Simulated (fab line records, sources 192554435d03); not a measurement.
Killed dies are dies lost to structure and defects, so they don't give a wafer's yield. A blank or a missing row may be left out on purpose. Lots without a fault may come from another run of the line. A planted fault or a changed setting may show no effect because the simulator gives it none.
fab line records | flow n5_finfet
record lots=3 wafers=9 last_day=15
route steps=1938 shown BEOL_M0_SAQP@657 BEOL_M0@715 BEOL_M4@1111 PASSIVATION@1936
lots that met no fault: from a run of the same line without faults
start_h: hours from the record's first day to the start of the lot's first wafer shown | wait_h: hours since the lot's step before | " the same as in the row above | L1.1+2: a row that stands for several wafers | - no value, or no start given | * or withheld: withheld | < > ~ a bound
route shown NAME@n: a module of which the file shows steps, and the number in the route of the first | usual: mean/standard deviation of fault-free wafers | same: alike in all rows | chamber/n: place in a boat | sites: the reading at each site | _std_site: their standard deviation | _edge_site: outer sites' mean less inner sites' | radius_mm: how far each site lies from the wafer's centre | mask NAME#n: copy n | behind: the tool/chamber that last shaped the wafer | hold: why the lot was held/for how many hours/how that ended | device: the transistor (n, p or np) that didn't switch | end of line: the same wafers' tests at the end of the route | a step without rows: its recipe alone | killed: dies lost to structure and defects at the first sort, not the wafer's yield | map: a wafer's dies, x killed, . not, _ none there
set.NAME: the setting as run; set.NAME@STEP: as run at that earlier step | model.NAME: the simulator's own value behind a step, which no gauge read
lots at some steps of the route; a table a step, a row a wafer
services: from which hour (start_h, from the record's first day; less than 0 if before it) a tool's chamber was out of use, for how many hours, and why
## steps
# step N5_BEOL_M0_SAQP_STRIP_113
# recipe chemistry=CHF3/O2 resist=SiARC rf_frequency_hz=6e+07
# step N5_BEOL_M0_SAQP_MANDREL_ETCH_20
# recipe target_depth_a=600 chemistry=HBr/Cl2 target=a-Si stop_on=SiNx bt_time_s=10 mask_material=SOC over_etch_frac=0.5 time_s=30 pressure_mtorr=10 icp_w=800 bias_w=75 HBr_flow_sccm=150 Cl2_flow_sccm=80 ends=end_point
# step N5_BEOL_M0_SAQP_STRIP_86
# recipe chemistry=N2/H2 power_w=500 temp_c=40 pressure_mtorr=50 rf_frequency_hz=6e+07 overash_fraction=0.3 bias_power_w=28 h2_frac=0.5 n2_flow_sccm=300 h2_flow_sccm=300
# step N5_BEOL_M0_SAQP_STRIP_115
# recipe chemistry=post_etch_residue_remover time_s=60 temp_c=25 remover_ph=withheld remover_water_wt_pct=withheld remover_fluoride_wt_pct=withheld
# step N5_BEOL_M0_SAQP_SRD_93
# recipe dry=ipa_marangoni time_s=30 temp_c=23 rinse_liquid=diw
# step N5_BEOL_M0_SAQP_RECESS_114
# recipe chemistry=HF/NH3 target=SiO2 target_depth_a=144 afs_cycles=3 temp_c=30 sublimation_temp_c=180 sublimation_time_s=60
# step N5_BEOL_M0_SAQP_SPACER1_ALD_98
# recipe material=SiO2 target_thk_a=128 temp_c=300 ald_precursor_family=BDEAS ald_co_reactant=O2-plasma pulse_time_s=1 purge_time_s=2 co_reactant_purge_time_s=2 ald_cycles=138 pressure_torr=2
# step N5_BEOL_M0_SAQP_SPACER1_ETCHBACK_99
# recipe chemistry=CHF3/O2 mode=anisotropic_etchback target=SiO2 target_depth_a=154 time_s=7.7 pressure_mtorr=30 source_w=650 bias_w=170 Ar_flow_sccm=200 CHF3_flow_sccm=50 O2_flow_sccm=5 ion_energy_ev=200
# step N5_BEOL_M0_SAQP_MANDREL1_REMOVE_100
# recipe chemistry=HBr/Cl2/O2 bt_time_s=10 target=a-Si stop_on=SiNx endpoint=OES-SiCl over_etch_frac=0.85 icp_w=600 bias_w=30 HBr_flow_sccm=150 Cl2_flow_sccm=80 O2_flow_sccm=5 pressure_mtorr=10
# step N5_BEOL_M0_SAQP_ETCH_101
# recipe chemistry=CH3F/O2 target=SiNx mask_material=SiO2 target_depth_a=299 time_s=42.7 pressure_mtorr=30 source_w=395 bias_w=73 Ar_flow_sccm=150 CH3F_flow_sccm=30 O2_flow_sccm=20 ion_energy_ev=120
# step N5_BEOL_M0_SAQP_ETCH_102
# recipe chemistry=CF4 target=SiO2 target_depth_a=40 ion_energy_ev=350 time_s=4.4 pressure_mtorr=10 icp_w=800 bias_w=400 cf4_flow_sccm=80
# step N5_BEOL_M0_SAQP_MANDREL_ETCH_103
# recipe chemistry=HBr/Cl2 target=a-Si target_depth_a=450 bt_time_s=10 stop_on=SiCN mask_material=SiO2 over_etch_frac=0.8 time_s=27 pressure_mtorr=10 icp_w=800 bias_w=75 HBr_flow_sccm=150 Cl2_flow_sccm=80 ends=end_point
# usual chamber_pressure_mTorr=10.000/0.0095 drypump_motor_current_A=5.6/0.47 he_backside_leak_sccm=2.9/0.36 mfc_cl2_sccm=80.00/0.22 oes_product_au=0.677/0.013 throttle_valve_pct=35.6/0.32
# same over_etch_frac=0.8
# columns lot.wafer tool chamber start_h wait_h chamber_pressure_mTorr drypump_motor_current_A he_backside_leak_sccm mfc_cl2_sccm oes_product_au rf_hours_counter_h throttle_valve_pct model.SiCN_of_BEOL_M0_SAQP_PECVD_03.thk_nm
L984.1 rie_si-01 2 116.39 0.0 10.006 5.8 2.8 79.66 0.667 167 36.0 8.6
L984.3 " 1 " " 10.004 5.7 2.6 79.52 0.661 97 35.7 8.6
L984.4 " 3 " " 10.000 5.8 3.2 80.33 0.682 86 35.7 8.8
L996.1 rie_si-06 2 192.28 0.0 9.989 6.5 2.8 79.87 0.670 6 35.1 8.8
L996.2 " 1 " " 10.004 4.8 2.6 79.77 0.671 98 36.0 8.8
L996.5 " 0 " " 9.992 5.4 3.9 79.85 0.685 - 35.6 8.8
L998.3 rie_si-06 3 205.06 0.0 9.994 5.5 3.5 80.14 0.659 125 36.0 9.2
L998.5 " 3 " " 9.997 5.6 3.6 79.71 0.670 - 36.0 9.4
L998.6 " 0 " " 10.005 5.4 2.6 80.25 0.687 - 35.6 9.4
# step N5_BEOL_M0_SAQP_RECESS_104
# recipe chemistry=HF/NH3 target=SiO2 target_depth_a=180 afs_cycles=3 temp_c=30 sublimation_temp_c=180 sublimation_time_s=60
# step N5_BEOL_M0_SAQP_COAT_105
# recipe resist=SOC temp_c=250 time_s=60 spin_rpm=1500 resist_thk_nm=100
# step N5_BEOL_M0_SAQP_ETCH_106
# recipe chemistry=N2/H2 target=SOC target_depth_a=1500 stop_on=SiNx ion_energy_ev=100 bias_w=61 pressure_mtorr=30 source_w=850 n2_flow_sccm=200 h2_flow_sccm=200
# step N5_BEOL_M0_SAQP_ETCH_107
# recipe chemistry=CH3F/O2 target=SiNx target_depth_a=300 mask_material=SOC pressure_mtorr=30 source_w=395 bias_w=73 Ar_flow_sccm=150 CH3F_flow_sccm=30 O2_flow_sccm=20 ion_energy_ev=120
# step N5_BEOL_M0_SAQP_STRIP_108
# recipe chemistry=N2/H2 power_w=500 temp_c=40 pressure_mtorr=50 rf_frequency_hz=6e+07 overash_fraction=0.3 bias_power_w=28 h2_frac=0.5 n2_flow_sccm=300 h2_flow_sccm=300
# step N5_BEOL_M0_SAQP_RECESS_109
# recipe chemistry=HF/NH3 target=SiO2 target_depth_a=30 afs_cycles=1 temp_c=30 sublimation_temp_c=180 sublimation_time_s=60
# usual drypump_motor_current_A=5.9/0.51
# columns lot.wafer tool chamber start_h wait_h drypump_motor_current_A model.SiCN_of_BEOL_M0_SAQP_PECVD_03.thk_nm
L984.1 vapor_etch-01 0 117.08 0.0 6.0 8.4
L984.3 " 1 " " 5.0 8.4
L984.4 " 0 " " 6.0 8.6
L996.1 vapor_etch-02 1 193.00 0.0 6.1 8.4
L996.2 " 0 " " 6.3 8.4
L996.5 " 1 " " 6.1 8.6
L998.3 vapor_etch-02 0 205.86 0.1 6.3 9
L998.5 " 0 " " 6.3 9.2
L998.6 " 1 " " 6.0 9.2
# step N5_BEOL_M0_SAQP_SPACER2_ALD_26
# recipe material=SiO2 target_thk_a=150 temp_c=300 ald_precursor_family=BDEAS ald_co_reactant=O2-plasma pulse_time_s=1 purge_time_s=2 co_reactant_purge_time_s=2 pressure_torr=2
# step N5_BEOL_M0_SAQP_SPACER2_ETCHBACK_27
# recipe chemistry=CHF3/O2 mode=anisotropic_etchback target=SiO2 target_depth_a=225 time_s=11.25 pressure_mtorr=30 source_w=650 bias_w=170 Ar_flow_sccm=200 CHF3_flow_sccm=50 O2_flow_sccm=5 ion_energy_ev=200
# step N5_BEOL_M0_SAQP_MANDREL2_REMOVE_110
# recipe chemistry=HBr/Cl2/O2 bt_time_s=10 target=a-Si stop_on=SiCN endpoint=OES-SiCl over_etch_frac=1 icp_w=600 bias_w=30 HBr_flow_sccm=150 Cl2_flow_sccm=80 O2_flow_sccm=5 pressure_mtorr=10
# step N5_BEOL_M0_SAQP_COAT_69
# recipe resist=SOC temp_c=250 time_s=60 spin_rpm=1500 resist_thk_nm=90
# step N5_BEOL_M0_SAQP_COAT_72
# recipe resist=SiARC temp_c=220 time_s=60 spin_rpm=1500 resist_thk_nm=15
# step N5_BEOL_M0_SAQP_COAT_87
# recipe resist=underlayer temp_c=205 time_s=60 spin_rpm=1500 resist_thk_nm=5
# step N5_BEOL_M0_SAQP_COAT_34
# recipe resist=CAR-EUV spin_rpm=1500 resist_thk_nm=30
# step N5_BEOL_M0_SAQP_EBR_36
# recipe solvent=PGMEA ebr_width_mm=1.5
# step N5_BEOL_M0_SAQP_SOFTBAKE_35
# recipe temp_c=110 time_s=60 resist=CAR-EUV
# step N5_BEOL_M0_SAQP_EXPOSE_37
# recipe mask_id=M0_CUT1 na=0.33 source_shape=annular sigma_inner=0.35 sigma_outer=0.8 polarization=unpolarized target_cd_nm=30 dose_mj=44.75
# step N5_BEOL_M0_SAQP_PEB_38
# recipe peb_temp_c=100 peb_time_s=60 resist=CAR-EUV
# step N5_BEOL_M0_SAQP_DEVELOP_39
# recipe develop_time_s=30 developer=TMAH resist=CAR-EUV rinse_liquid=surfactant_rinse dry=air_spin dev_temp_c=23
# step N5_BEOL_M0_SAQP_DESCUM_45
# recipe chemistry=O2 time_s=7 source_power_w=50 bias_power_w=20 pressure_mtorr=20 rf_frequency_hz=2.712e+07 temp_c=40 resist=CAR-EUV o2_flow_sccm=225
# step N5_BEOL_M0_SAQP_ETCH_88
# recipe chemistry=N2/H2 target=underlayer target_depth_a=65 time_s=5.2 ion_energy_ev=200 mask_material=CAR-EUV pressure_mtorr=30 source_w=840 bias_w=150 n2_flow_sccm=200 h2_flow_sccm=200 ends=cleared
# step N5_BEOL_M0_SAQP_ETCH_73
# recipe chemistry=CF4 target=SiARC target_depth_a=195 mask_material=CAR-EUV time_s=32.5 ion_energy_ev=80 pressure_mtorr=40 source_w=545 bias_w=36 Ar_flow_sccm=100 cf4_flow_sccm=100 ends=cleared
# step N5_BEOL_M0_SAQP_CUT_ETCH_46
# recipe chemistry=N2/H2 target=SOC target_depth_a=1350 overetch_a=270 temp_c=40 time_s=202.5 ion_energy_ev=200 mask_material=SiARC pressure_mtorr=30 source_w=840 bias_w=150 n2_flow_sccm=200 h2_flow_sccm=200
# step N5_BEOL_M0_SAQP_STRIP_74
# recipe chemistry=N2/H2 temp_c=40 n2_flow_sccm=200 h2_flow_sccm=200 rf_frequency_hz=6e+07
# step N5_BEOL_M0_SAQP_STRIP_89
# recipe chemistry=N2/H2 temp_c=40 n2_flow_sccm=200 h2_flow_sccm=200 rf_frequency_hz=6e+07
# step N5_BEOL_M0_SAQP_ALD_48
# recipe material=SiO2 target_thk_a=200 temp_c=100 ald_precursor_family=BDEAS ald_co_reactant=O2-plasma pulse_time_s=1 co_reactant_pulse_time_s=1 purge_time_s=2 co_reactant_purge_time_s=2 ald_cycles=139 pressure_torr=2
# step N5_BEOL_M0_ETCH_138
# recipe chemistry=CH3F/O2 target_depth_a=120 target=SiCN time_s=31.6 ion_energy_ev=120 pressure_mtorr=30 source_w=395 bias_w=75 Ar_flow_sccm=150 CH3F_flow_sccm=30 O2_flow_sccm=20 ends=cleared
# usual chamber_pressure_mTorr=30.001/0.026 drypump_motor_current_A=5.7/0.41 etch_rf_on_time_s=28.9/0.94 oes_product_au=0.70/0.081 rf_vpp_V=297.9/1.4 showerhead_plenum_p_Torr=2.03/0.058 throttle_valve_pct=16.32/0.23
# columns lot.wafer tool chamber start_h wait_h chamber_pressure_mTorr drypump_motor_current_A etch_rf_on_time_s oes_product_au rf_hours_counter_h rf_vpp_V showerhead_plenum_p_Torr throttle_valve_pct model.etch.depth_nm
L984.1 rie_diel-03 1 120.81 0.0 29.974 6.0 28.7 0.78 17 296.6 1.98 16.27 8.317
L984.3 " 3 " " 30.015 5.8 28.1 0.62 240 295.0 1.96 16.27 8.303
L984.4 " 2 " " 29.974 5.3 30.1 0.83 - 298.5 2.05 16.21 8.554
L996.1 rie_diel-03 3 196.69 0.0 30.012 5.8 28.1 0.81 12 296.9 1.95 15.84 8.489
L996.2 " 2 " " 30.040 5.3 29.6 0.75 34 296.6 2.04 16.28 8.496
L996.5 " 2 " " 30.020 5.3 29.7 0.74 - 297.5 2.04 16.28 8.532
L998.3 rie_diel-06 1 209.99 0.0 29.976 6.1 30.0 0.74 48 299.9 2.13 16.11 8.941
L998.5 " 3 " " 29.972 5.6 30.1 0.64 - 296.8 1.97 16.68 9.101
L998.6 " 0 " " 30.007 5.1 31.8 0.67 - 299.2 2.09 16.41 9.161
# step N5_BEOL_M0_ETCH_128
# recipe chemistry=CF4/N2 target_depth_a=120 overetch_a=51 target=SiCN time_s=21.4 ion_energy_ev=150 pressure_mtorr=40 source_w=430 bias_w=70 Ar_flow_sccm=100 cf4_flow_sccm=60 n2_flow_sccm=60
# usual chamber_pressure_mTorr=39.99/0.049 drypump_motor_current_A=5.8/0.45 oes_product_au=0.56/0.063 rf_vpp_V=382.8/1.6 showerhead_plenum_p_Torr=2.23/0.056 throttle_valve_pct=15.42/0.25
# columns lot.wafer tool chamber start_h wait_h chamber_pressure_mTorr drypump_motor_current_A oes_product_au rf_hours_counter_h rf_vpp_V showerhead_plenum_p_Torr throttle_valve_pct model.etch.depth_nm
L984.1 rie_diel-01 0 121.63 0.0 39.90 6.7 0.48 235 383.1 2.27 15.71 8.317
L984.3 " 1 " " 39.95 6.4 0.60 47 381.6 2.24 15.03 8.303
L984.4 " 2 " " 39.98 5.3 0.49 216 380.4 2.18 15.65 8.554
L996.1 rie_diel-06 3 197.73 0.6 39.94 5.7 0.51 186 380.7 2.19 15.84 8.489
L996.2 " 0 " " 39.99 5.1 0.54 144 384.5 2.30 15.51 8.496
L996.5 " 0 " " 39.94 5.1 0.54 - 385.5 2.30 15.48 8.532
L998.3 rie_diel-06 1 210.99 0.0 40.03 6.0 0.61 48 385.0 2.34 15.19 8.941
L998.5 " 0 " " 40.03 5.2 0.56 - 385.5 2.30 15.52 9.101
L998.6 " 3 " " 40.08 5.7 0.53 - 382.9 2.19 15.86 9.161
# step N5_BEOL_M4_RC_MEAS_101
# usual DIBL_N=36.0/1.7 DIBL_P=36.0/2 IOFF_N=0.156/0.028 IOFF_P=0.21/0.04 ION_N=673/12 ION_P=463/8.3 SS_N=71.4/0.6 SS_P=73.3/0.66 VT_N=250/3 VT_P=-250/3.8
# columns lot.wafer tool chamber start_h wait_h DIBL_N[mV/V] DIBL_P[mV/V] IOFF_N[nA/um] IOFF_P[nA/um] ION_N[uA/um] ION_P[uA/um] SS_N[mV/dec] SS_P[mV/dec] VT_N[mV] VT_P[mV]
L984.1 prober-01 0 173.37 0.0 36.9 36.3 0.148 0.22 661 457 72.5 72.9 253 -252
L984.3 " 0 " " 37.2 36.3 0.176 0.23 684 467 71.7 73.3 247 -249
L984.4 " 0 " " 36.2 36.1 0.156 0.22 675 467 71.7 72.9 249 -248
L996.1 prober-01 0 242.92 0.0 37.9 39.8 0.192 0.34 677 482 71.8 74.1 247 -240
L996.2 " 0 " " 39.6 40.8 0.234 0.35 697 481 72.3 74.8 242 -241
L996.5 " 0 " " 38.8 39.8 0.215 0.33 687 479 72.7 74.5 247 -241
L998.3 prober-02 0 254.33 0.3 33.7 33.7 0.131 0.16 664 451 70.9 73.4 251 -256
L998.5 " 0 " " 34.3 34.9 0.139 0.17 663 460 71.5 73.0 253 -254
L998.6 " 0 " " 35.4 35.7 0.154 0.18 677 458 72.2 73.6 248 -253
# step N5_PASSIVATION_PROBE_49
# usual defect_limited_yield=91.6/1.6 killed_at_M0_to_M3=31/10 killed_at_M4_up=14/6.3 killed_at_contacts=12/6.1 killed_at_front_end=39/12 killed_at_other=3.7/2.8 killed_dies=100/19 killed_open=66/14 killed_short=33/8.1 sort_bin_5_function=5.0/1.1 sort_bin_6_memory=3.2/0.66 sort_n_pass=1080/18 sort_yield_pct=91.6/1.6
# same gross_dies=1180 killed_at_back_side=0 sort_bin_4_leakage[%]=0 sort_bin_8_speed[%]=0
# columns lot.wafer tool chamber start_h wait_h defect_limited_yield[%] killed_at_M0_to_M3 killed_at_M4_up killed_at_contacts killed_at_front_end killed_at_other killed_dies killed_open killed_short sort_bin_5_function[%] sort_bin_6_memory[%] sort_n_pass sort_yield_pct[%]
L984.1 prober-01 - 286.79 0.0 90.2 64 12 9 25 6 116 69 45 6.0 3.6 1064 90.2
L984.3 prober-01 - 286.89 0.1 90.8 61 5 11 27 5 109 76 33 5.5 3.5 1071 90.8
L984.4 prober-01 - 286.94 0.2 91.7 29 13 16 35 5 98 64 33 4.2 3.8 1082 91.7
# killed by level:class
L984.1 BEOL_M0_SAQP:geometric_particle:short=20 BEOL_M0_SAQP:geometric_particle:open=13 BEOL_M3:geometric_particle:open=10 STI_FIN_REVEAL:geometric_particle:open=7 MOL_CONTACT_COAG:geometric_particle:open=6 BEOL_M1:geometric_particle:open=6 GATE_CUT:geometric_particle:short=5 BEOL_M2:geometric_particle:open=4
L984.3 BEOL_M0_SAQP:geometric_particle:open=17 BEOL_M2:geometric_particle:open=12 BEOL_M0_SAQP:geometric_particle:short=11 MOL_CONTACT_COAG:geometric_particle:open=10 FIN_SAQP:geometric_particle:short=7 BEOL_M1:geometric_particle:open=7 FIN_SAQP:geometric_particle:open=6 BEOL_M3:geometric_particle:open=6
L984.4 MOL_CONTACT_COAG:geometric_particle:open=12 BEOL_M0_SAQP:geometric_particle:open=10 BEOL_M0_SAQP:geometric_particle:short=10 FIN_SAQP:geometric_particle:short=8 STI_FIN_REVEAL:geometric_particle:open=7 BEOL_M4:geometric_particle:open=7 FIN_SAQP:geometric_particle:open=5 BEOL_M2:geometric_particle:open=4
## services
# columns tool chamber start_h hours kind
rie_si-06 - 93.60 2.1 repair
rie_diel-03 2 98.71 - clean
rie_diel-03 2 98.71 - consumable_replace:focus_ring
rie_diel-03 2 98.71 21.3 scheduled_down
rie_diel-03 2 98.71 21.3 vent_cycle
rie_diel-03 - 111.30 2.4 repair
vapor_etch-01 - 117.81 0.3 repair
rie_diel-03 0 120.24 - clean
rie_diel-03 0 120.24 - consumable_replace:focus_ring
rie_diel-03 0 120.24 20.2 scheduled_down
rie_diel-03 0 120.24 20.2 vent_cycle
rie_diel-06 1 132.23 6.0 repair
rie_diel-06 0 133.63 5.5 repair
rie_diel-06 - 139.31 0.5 repair
rie_diel-03 3 140.46 - clean
rie_diel-03 3 140.46 - consumable_replace:focus_ring
rie_diel-06 3 155.87 5.8 repair
rie_diel-06 2 184.66 - clean
rie_diel-06 2 184.66 - consumable_replace:focus_ring
rie_diel-06 2 184.66 21.6 scheduled_down
rie_diel-06 2 184.66 21.6 vent_cycle
vapor_etch-01 0 199.45 2.6 repair
rie_si-01 - 200.69 0.3 repair
vapor_etch-01 0 207.64 26.0 repair
## key
first_sign none at tools or gauges
model_effect step=N5_BEOL_M0_SAQP_MANDREL_ETCH_103 value=SiCN_of_BEOL_M0_SAQP_PECVD_03.thk_nm without=8.4 struck=9.333
model_effect step=N5_BEOL_M0_SAQP_RECESS_109 value=SiCN_of_BEOL_M0_SAQP_PECVD_03.thk_nm without=8.133 struck=9.133
model_effect step=N5_BEOL_M0_ETCH_138 value=etch.depth_nm without=8.081 struck=9.068
model_effect step=N5_BEOL_M0_ETCH_128 value=etch.depth_nm without=8.081 struck=9.068
met_at N5_BEOL_M0_SAQP_MANDREL_ETCH_103
struck_wafers L998.3,L998.5,L998.6
onset_between 192.28 205.06
also_fits time
fault kind=process_parameter_drift tool=rie_si-06 chamber=- onset_h=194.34 steps=N5_BEOL_M0_SAQP_MANDREL_ETCH_103 channel=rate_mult offset=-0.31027 shape=step end_h=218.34
